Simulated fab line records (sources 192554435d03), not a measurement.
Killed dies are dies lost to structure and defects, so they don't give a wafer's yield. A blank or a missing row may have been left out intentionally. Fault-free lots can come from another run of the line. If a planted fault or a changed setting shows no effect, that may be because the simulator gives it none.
Chamber matching	flow n5-finfet	rie-diel-05 running N5_HKMG_FIN_ETCH_32: 4 sister chambers
The step etches SOC in N2/H2, target depth 240 nm, time 300 s. 7 wafers are shown with their chamber, then 8 later ones without.

WAFERS PAIRED WITH THEIR CHAMBERS
wafer	chamber	showerhead-plenum-p-Torr (Torr)	throttle-valve-pct (%)
L075.3	1	2.51	18.18
L077.2	1	2.51	18.21
L077.4	0	2.38	18.19
L085.2	2	2.68	17.59
L085.4	0	2.37	18.21
L085.6	3	2.63	18.06
L087.3	3	2.63	18.04

WAFERS WITHOUT THEIR CHAMBER
wafer	showerhead-plenum-p-Torr (Torr)	throttle-valve-pct (%)
L087.4	2.51	17.75
L087.5	2.51	17.73
L088.1	2.51	17.73
L088.2	2.37	18.23
L088.5	2.51	17.74
L097.1	2.36	18.26
L097.3	2.50	17.78
L097.6	2.50	17.78

WHICH CHAMBER EACH WENT THROUGH
wafer	from the rows above	in truth
L087.4	1	1
L087.5	1	1
L088.1	1	1
L088.2	0	0
L088.5	1	1
L097.1	0	0
L097.3	1	1
L097.6	1	1
Placed correctly: 8 of 8. Can't be placed from these rows: 0. 0 placed wrongly.
How it was worked out, from the rows above alone: a wafer's distance from a chamber is the root of the sum, over the readings, of the square of ((its reading less the chamber's mean) divided by the reading's scatter). The wafer belongs to the nearest chamber; if the next one is less than 2 further off, it can't be placed. Each chamber's mean is taken over the wafers shown for it. The scatter: the root of (the sum of the squares of (reading less its chamber's mean) over the shown wafers, divided by (wafers less chambers)).
